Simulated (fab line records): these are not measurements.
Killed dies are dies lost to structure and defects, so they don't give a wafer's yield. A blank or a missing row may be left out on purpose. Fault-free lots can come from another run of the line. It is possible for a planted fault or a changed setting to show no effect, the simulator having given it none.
fab line records | flow n5_finfet | part 2 of 2: steps 5 to 6 of 6
[record] lots = 23 | wafers = 69 | last_day = 18
route steps=1938 shown SD_EPI_N@282 SD_EPI_P@308 SD_ACTIVATION@330 SDB@357
lots untouched by any fault: they come from a run of this same line in which no faults occurred
start_h: hours from the record's opening day to when the first of the lot's shown wafers began | wait_h: time in hours since the lot's previous step | " unchanged from the row above | L1.1+2: a row that stands for several wafers | - no value present, or no start provided | * or withheld: withheld | < > ~ a bound
route shown NAME@n: NAME is a module with steps in the file, n the number in the route of the first one | usual: the fault-free wafers' mean and standard deviation | same: alike in all rows | chamber/n: place in a boat | sites: per-site readings | _std_site: their standard deviation | _edge_site: outer sites' mean less inner sites' | radius_mm: for every site, how far away it sits from the centre of the wafer | mask NAME#n: copy n | behind: the last tool/chamber to shape the wafer | hold: cause of the lot's hold/its duration in hours/its outcome | device: the n, p or np transistor that did not switch | end of line: the tests these same wafers got at the end of their route | a step without rows: its recipe alone | killed: dies that structure and defects cost at the first sort, which is not the same as the wafer's yield | map: the dies of a wafer, with x for killed, . for not killed, _ for no die there
set.NAME: the setting the step ran with; set.NAME@STEP: the setting that earlier step ran with | model.NAME: the simulator's own value behind a step, which no gauge read
the route's steps for a sample of lots (tables are steps, rows are wafers)
services: the hour from which a tool's chamber was out of use, counted from the record's first day as start_h (under 0 if before that day), plus the number of hours and why
[[steps]]
[step N5_SDB_OVL_MEAS_12]
[recipe] points_per_wafer = 44
[usual] SDB_OVL = -0.4/0.8
lot.wafer | tool       | chamber | start_h | wait_h | SDB_OVL[nm]
L074.1    | overlay-01 | 0       | 70.53   | 0.0    | -1.3
L074.3    | "          | 0       | "       | "      | -1.4
L074.6    | "          | 0       | "       | "      | -0.4
L075.1    | overlay-02 | 0       | 77.64   | 0.0    | -1.6
L075.4    | "          | 0       | "       | "      | -0.9
L075.5    | "          | 0       | "       | "      | -0.7
L076.2    | overlay-01 | 0       | 79.42   | 0.0    | 0.1
L076.3    | "          | 0       | "       | "      | 1.2
L076.6    | "          | 0       | "       | "      | -0.4
L077.1    | overlay-01 | 0       | 93.24   | 0.0    | -0.2
L077.2    | "          | 0       | "       | "      | -0.5
L077.4    | "          | 0       | "       | "      | -0.4
L078.1    | overlay-01 | 0       | 97.19   | 0.0    | 0.4
L078.2    | "          | 0       | "       | "      | -0.5
L078.6    | "          | 0       | "       | "      | -1.4
L080.2    | overlay-02 | 0       | 105.78  | 0.0    | 0.3
L080.3    | "          | 0       | "       | "      | 0.3
L080.4    | "          | 0       | "       | "      | -0.2
L081.1    | overlay-01 | 0       | 108.47  | 0.0    | 1.0
L081.3    | "          | 0       | "       | "      | 1.6
L081.6    | "          | 0       | "       | "      | 1.2
L082.2    | overlay-01 | 0       | 117.16  | 0.0    | -0.6
L082.3    | "          | 0       | "       | "      | -0.7
L082.6    | "          | 0       | "       | "      | -0.8
L083.3    | overlay-01 | 0       | 120.53  | 0.0    | -0.4
L083.4    | "          | 0       | "       | "      | -0.2
L083.5    | "          | 0       | "       | "      | -0.7
L084.1    | overlay-02 | 0       | 126.38  | 0.0    | 1.1
L084.2    | "          | 0       | "       | "      | 0.2
L084.5    | "          | 0       | "       | "      | 0.6
L085.2    | overlay-02 | 0       | 134.83  | 0.0    | -1.8
L085.5    | "          | 0       | "       | "      | -1.0
L085.6    | "          | 0       | "       | "      | -1.0
L086.1    | overlay-01 | 0       | 137.81  | 0.0    | -0.9
L086.2    | "          | 0       | "       | "      | -1.7
L086.5    | "          | 0       | "       | "      | -1.1
L087.2    | overlay-02 | 0       | 143.91  | 0.0    | -1.9
L087.4    | "          | 0       | "       | "      | -0.9
L087.6    | "          | 0       | "       | "      | -1.9
L088.1    | overlay-02 | 0       | 148.98  | 0.0    | -0.2
L088.5    | "          | 0       | "       | "      | -0.5
L088.6    | "          | 0       | "       | "      | -1.0
L089.2    | overlay-02 | 0       | 158.94  | 0.0    | 0.3
L089.4    | "          | 0       | "       | "      | 1.3
L089.6    | "          | 0       | "       | "      | 0.9
L090.1    | overlay-01 | 0       | 170.09  | 0.0    | -0.3
L090.2    | "          | 0       | "       | "      | -1.0
L090.6    | "          | 0       | "       | "      | -0.4
L091.4    | overlay-02 | 0       | 171.24  | 0.0    | -0.4
L091.5    | "          | 0       | "       | "      | -1.0
L091.6    | "          | 0       | "       | "      | -0.5
L092.1    | overlay-01 | 0       | 178.31  | 0.0    | 0.2
L092.2    | "          | 0       | "       | "      | 1.1
L092.4    | "          | 0       | "       | "      | -0.1
L093.1    | overlay-02 | 0       | 183.15  | 0.0    | -1.4
L093.3    | "          | 0       | "       | "      | -0.2
L093.4    | "          | 0       | "       | "      | -0.1
L095.2    | overlay-02 | 0       | 192.87  | 0.0    | -0.8
L095.4    | "          | 0       | "       | "      | -0.4
L095.5    | "          | 0       | "       | "      | -1.0
L094.1    | overlay-02 | 0       | 193.83  | 0.0    | -0.8
L094.3    | "          | 0       | "       | "      | 0.1
L094.6    | "          | 0       | "       | "      | -1.1
L096.1    | overlay-02 | 0       | 200.20  | 0.0    | -0.8
L096.4    | "          | 0       | "       | "      | -0.8
L096.5    | "          | 0       | "       | "      | -0.4
L097.1    | overlay-01 | 0       | 204.92  | 0.0    | 0.1
L097.4    | "          | 0       | "       | "      | 0.9
L097.6    | "          | 0       | "       | "      | -0.6
[step N5_SDB_ETCH_18]
[recipe] chemistry = N2/H2 | target = SOC | target_depth_a = 1000 | overetch_a = 200 | mask_material = SiARC | temp_c = 40 | time_s = 150 | ion_energy_ev = 200 | pressure_mtorr = 30 | source_w = 840 | bias_w = 150 | n2_flow_sccm = 200 | h2_flow_sccm = 200
[usual] drypump_motor_current_A = 5.7/0.43 | oes_product_au = 0.68/0.057 | rf_fwd_power_W = 837.3/2.7 | rf_vpp_V = 523.9/2.8 | showerhead_plenum_p_Torr = 2.54/0.093 | throttle_valve_pct = 17.87/0.22
[same] time_s = 150
lot.wafer | tool        | chamber | start_h | wait_h | drypump_motor_current_A | oes_product_au | rf_fwd_power_W | rf_hours_counter_h | rf_vpp_V | showerhead_plenum_p_Torr | throttle_valve_pct
L074.1    | rie_diel-05 | 2       | 70.78   | 0.0    | 5.5                     | 0.64           | 841.9          | 203                | 521.2    | 2.42                     | 17.82
L074.3    | "           | 0       | "       | "      | 5.3                     | 0.71           | 833.1          | 115                | 516.6    | 2.37                     | 18.13
L074.6    | "           | 3       | "       | "      | 5.1                     | 0.68           | 839.4          | -                  | 522.7    | 2.52                     | 17.68
L075.1    | rie_diel-01 | 1       | 77.77   | 0.0    | 6.1                     | 0.67           | 839.6          | 157                | 524.8    | 2.55                     | 18.09
L075.4    | "           | 0       | "       | "      | 5.5                     | 0.76           | 834.6          | 43                 | 526.1    | 2.59                     | 17.54
L075.5    | "           | 3       | "       | "      | 5.3                     | 0.68           | 839.1          | -                  | 523.9    | 2.54                     | 17.79
L076.2    | rie_diel-01 | 0       | 80.20   | 0.0    | 5.5                     | 0.75           | 839.8          | 45                 | 524.8    | 2.59                     | 17.56
L076.3    | "           | 3       | "       | "      | 5.3                     | 0.67           | 838.9          | 182                | 524.2    | 2.54                     | 17.80
L076.6    | "           | 3       | "       | "      | 5.3                     | 0.66           | 837.2          | -                  | 524.0    | 2.54                     | 17.79
L077.1    | rie_diel-06 | 1       | 93.37   | 0.0    | 5.7                     | 0.66           | 834.1          | 207                | 524.4    | 2.53                     | 18.27
L077.2    | "           | 3       | "       | "      | 5.7                     | 0.73           | 838.1          | 103                | 530.1    | 2.65                     | 17.61
L077.4    | "           | 2       | "       | "      | 5.5                     | 0.64           | 834.8          | 185                | 519.8    | 2.42                     | 17.87
L078.1    | rie_diel-06 | 1       | 97.43   | 0.0    | 5.7                     | 0.66           | 838.2          | 209                | 521.0    | 2.53                     | 18.26
L078.2    | "           | 3       | "       | "      | 5.7                     | 0.73           | 838.5          | 104                | 526.3    | 2.65                     | 17.61
L078.6    | "           | 2       | "       | "      | 5.6                     | 0.64           | 835.2          | -                  | 522.1    | 2.42                     | 17.88
L080.2    | rie_diel-01 | 1       | 105.91  | 0.0    | 6.1                     | 0.66           | 838.5          | 167                | 523.3    | 2.55                     | 18.10
L080.3    | "           | 3       | "       | "      | 5.3                     | 0.66           | 840.6          | 191                | 524.4    | 2.54                     | 17.80
L080.4    | "           | 0       | "       | "      | 5.4                     | 0.74           | 837.2          | -                  | 525.7    | 2.58                     | 17.56
L081.1    | rie_diel-05 | 1       | 108.60  | 0.0    | 6.6                     | 0.61           | 838.6          | 240                | 519.6    | 2.42                     | 18.32
L081.3    | "           | 0       | "       | "      | 5.3                     | 0.70           | 836.3          | 128                | 520.0    | 2.36                     | 18.14
L081.6    | "           | 2       | "       | "      | 5.5                     | 0.63           | 841.2          | -                  | 520.6    | 2.41                     | 17.85
L082.2    | rie_diel-05 | 2       | 117.37  | 0.0    | 5.4                     | 0.63           | 838.5          | 219                | 520.6    | 2.41                     | 17.85
L082.3    | "           | 1       | "       | "      | 6.6                     | 0.61           | 840.2          | 243                | 520.2    | 2.42                     | 18.31
L082.6    | "           | 2       | "       | "      | 5.5                     | 0.63           | 839.6          | -                  | 520.3    | 2.41                     | 17.85
L083.3    | rie_diel-01 | 3       | 120.66  | 0.0    | 5.3                     | 0.66           | 835.2          | 196                | 523.8    | 2.54                     | 17.84
L083.4    | "           | 0       | "       | "      | 5.5                     | 0.74           | 834.8          | 59                 | 525.2    | 2.58                     | 17.58
L083.5    | "           | 0       | "       | "      | 5.5                     | 0.74           | 834.1          | -                  | 523.5    | 2.58                     | 17.58
L084.1    | rie_diel-06 | 1       | 126.62  | 0.0    | 5.7                     | 0.65           | 833.3          | 218                | 522.5    | 2.53                     | 18.28
L084.2    | "           | 2       | "       | "      | 5.6                     | 0.64           | 839.7          | 195                | 521.1    | 2.42                     | 17.89
L084.5    | "           | 2       | "       | "      | 5.6                     | 0.64           | 837.2          | -                  | 520.2    | 2.42                     | 17.88
L085.2    | rie_diel-06 | 0       | 134.96  | 0.0    | 6.0                     | 0.71           | 837.7          | 126                | 528.1    | 2.66                     | 17.84
L085.5    | "           | 0       | "       | "      | 6.0                     | 0.71           | 834.5          | -                  | 526.8    | 2.66                     | 17.87
L085.6    | "           | 1       | "       | "      | 5.7                     | 0.65           | 833.2          | -                  | 525.3    | 2.53                     | 18.30
L086.1    | rie_diel-01 | 2       | 138.44  | 0.0    | 6.4                     | 0.62           | 835.5          | 215                | 525.6    | 2.62                     | 17.70
L086.2    | "           | 0       | "       | "      | 5.4                     | 0.73           | 836.7          | 65                 | 525.8    | 2.58                     | 17.59
L086.5    | "           | 2       | "       | "      | 6.4                     | 0.62           | 832.1          | -                  | 526.0    | 2.62                     | 17.71
L087.2    | rie_diel-01 | 0       | 144.78  | 0.0    | 5.5                     | 0.73           | 840.0          | 68                 | 524.5    | 2.58                     | 17.59
L087.4    | "           | 1       | "       | "      | 6.1                     | 0.65           | 836.8          | 182                | 524.2    | 2.54                     | 18.12
L087.6    | "           | 1       | "       | "      | 6.1                     | 0.65           | 836.0          | -                  | 522.5    | 2.54                     | 18.13
L088.1    | rie_diel-01 | 2       | 149.11  | 0.0    | 6.3                     | 0.62           | 837.0          | 218                | 526.8    | 2.61                     | 17.72
L088.5    | "           | 0       | "       | "      | 5.4                     | 0.72           | 837.9          | -                  | 524.5    | 2.58                     | 17.59
L088.6    | "           | 3       | "       | "      | 5.3                     | 0.65           | 836.8          | -                  | 523.0    | 2.53                     | 17.83
L089.2    | rie_diel-05 | 3       | 159.22  | 0.0    | 5.2                     | 0.66           | 838.6          | 197                | 523.1    | 2.50                     | 17.76
L089.4    | "           | 2       | "       | "      | 5.5                     | 0.62           | 838.7          | 234                | 519.6    | 2.40                     | 17.86
L089.6    | "           | 1       | "       | "      | 6.6                     | 0.88           | 839.8          | -                  | 527.8    | 2.74                     | 17.95
L090.1    | rie_diel-05 | 0       | 170.22  | 0.0    | 5.3                     | 0.68           | 841.1          | 152                | 519.3    | 2.35                     | 18.19
L090.2    | "           | 1       | "       | "      | 6.6                     | 0.87           | 835.5          | 6                  | 528.1    | 2.74                     | 17.96
L090.6    | "           | 1       | "       | "      | 6.6                     | 0.88           | 837.0          | -                  | 529.0    | 2.74                     | 17.95
L091.4    | rie_diel-05 | 0       | 171.39  | 0.0    | 5.3                     | 0.68           | 836.8          | 153                | 518.4    | 2.35                     | 18.19
L091.5    | "           | 2       | "       | "      | 5.4                     | 0.62           | 838.2          | -                  | 519.0    | 2.40                     | 17.90
L091.6    | "           | 1       | "       | "      | 6.6                     | 0.87           | 833.5          | -                  | 527.6    | 2.74                     | 17.96
L092.1    | rie_diel-01 | 3       | 178.94  | 0.0    | 5.3                     | 0.65           | 837.0          | 217                | 522.4    | 2.53                     | 17.86
L092.2    | "           | 2       | "       | "      | 6.3                     | 0.61           | 835.8          | 229                | 527.4    | 2.61                     | 17.73
L092.4    | "           | 0       | "       | "      | 5.4                     | 0.71           | 835.0          | 81                 | 523.0    | 2.57                     | 17.61
L093.1    | rie_diel-01 | 0       | 183.27  | 0.0    | 5.5                     | 0.72           | 839.2          | 83                 | 524.9    | 2.57                     | 17.62
L093.3    | "           | 1       | "       | "      | 6.1                     | 0.64           | 841.9          | 197                | 523.6    | 2.54                     | 18.16
L093.4    | "           | 2       | "       | "      | 6.4                     | 0.61           | 835.2          | 230                | 526.5    | 2.61                     | 17.72
L095.2    | rie_diel-06 | 2       | 193.41  | 0.0    | 5.6                     | 0.63           | 835.1          | 218                | 520.8    | 2.41                     | 17.91
L095.4    | "           | 3       | "       | "      | 5.7                     | 0.70           | 832.8          | 134                | 527.4    | 2.64                     | 17.68
L095.5    | "           | 1       | "       | "      | 5.8                     | 0.64           | 837.6          | -                  | 522.1    | 2.52                     | 18.34
L094.1    | rie_diel-01 | 3       | 194.06  | 0.0    | 5.3                     | 0.64           | 840.8          | 223                | 522.9    | 2.53                     | 17.85
L094.3    | "           | 1       | "       | "      | 6.1                     | 0.64           | 841.1          | 201                | 524.3    | 2.53                     | 18.17
L094.6    | "           | 0       | "       | "      | 5.5                     | 0.71           | 837.7          | -                  | 526.6    | 2.57                     | 17.62
L096.1    | rie_diel-01 | 3       | 200.33  | 0.0    | 5.3                     | 0.64           | 839.7          | 225                | 524.1    | 2.53                     | 17.87
L096.4    | "           | 1       | "       | "      | 6.1                     | 0.64           | 838.7          | 203                | 523.0    | 2.53                     | 18.15
L096.5    | "           | 1       | "       | "      | 6.1                     | 0.64           | 838.6          | -                  | 521.5    | 2.53                     | 18.17
L097.1    | rie_diel-06 | 1       | 205.05  | 0.0    | 5.7                     | 0.64           | 837.4          | 248                | 522.9    | 2.52                     | 18.34
L097.4    | "           | 3       | "       | "      | 5.7                     | 0.69           | 840.5          | 137                | 526.6    | 2.63                     | 17.67
L097.6    | "           | 2       | "       | "      | 5.6                     | 0.62           | 840.7          | -                  | 520.1    | 2.41                     | 17.92
[[services]]
tool            | chamber | start_h | hours | kind
rie_diel-05     | 1       | 35.97   | 1.5   | repair
rie_diel-01     | -       | 38.30   | 0.8   | repair
rie_diel-01     | -       | 39.22   | 13.9  | repair
plasma_asher-02 | -       | 39.35   | 2.8   | pm
rie_diel-03     | 3       | 46.62   | -     | clean
rie_diel-03     | 3       | 46.62   | -     | consumable_replace:focus_ring
rie_diel-03     | 3       | 46.62   | -     | consumable_replace:showerhead
rie_diel-03     | 3       | 46.62   | 15.6  | scheduled_down
rie_diel-03     | 3       | 46.62   | 15.6  | vent_cycle
rie_diel-02     | 3       | 58.62   | -     | clean
rie_diel-02     | 3       | 58.62   | -     | consumable_replace:focus_ring
rie_diel-02     | 3       | 58.62   | -     | consumable_replace:showerhead
rie_diel-02     | 2       | 87.28   | -     | clean
rie_diel-02     | 2       | 87.28   | -     | consumable_replace:focus_ring
rie_diel-02     | 2       | 87.28   | 19.8  | scheduled_down
rie_diel-06     | 2       | 130.51  | 8.3   | repair
rie_diel-06     | 3       | 159.99  | 6.8   | repair
rie_diel-03     | -       | 163.99  | 0.5   | repair
rie_diel-03     | 2       | 175.88  | 5.3   | repair
rie_diel-04     | 3       | 179.20  | -     | clean
rie_diel-04     | 3       | 179.20  | -     | consumable_replace:focus_ring
rie_diel-04     | 3       | 179.20  | 17.8  | scheduled_down
rie_diel-04     | 3       | 179.20  | 17.8  | vent_cycle
rie_diel-02     | 3       | 190.09  | 4.6   | repair
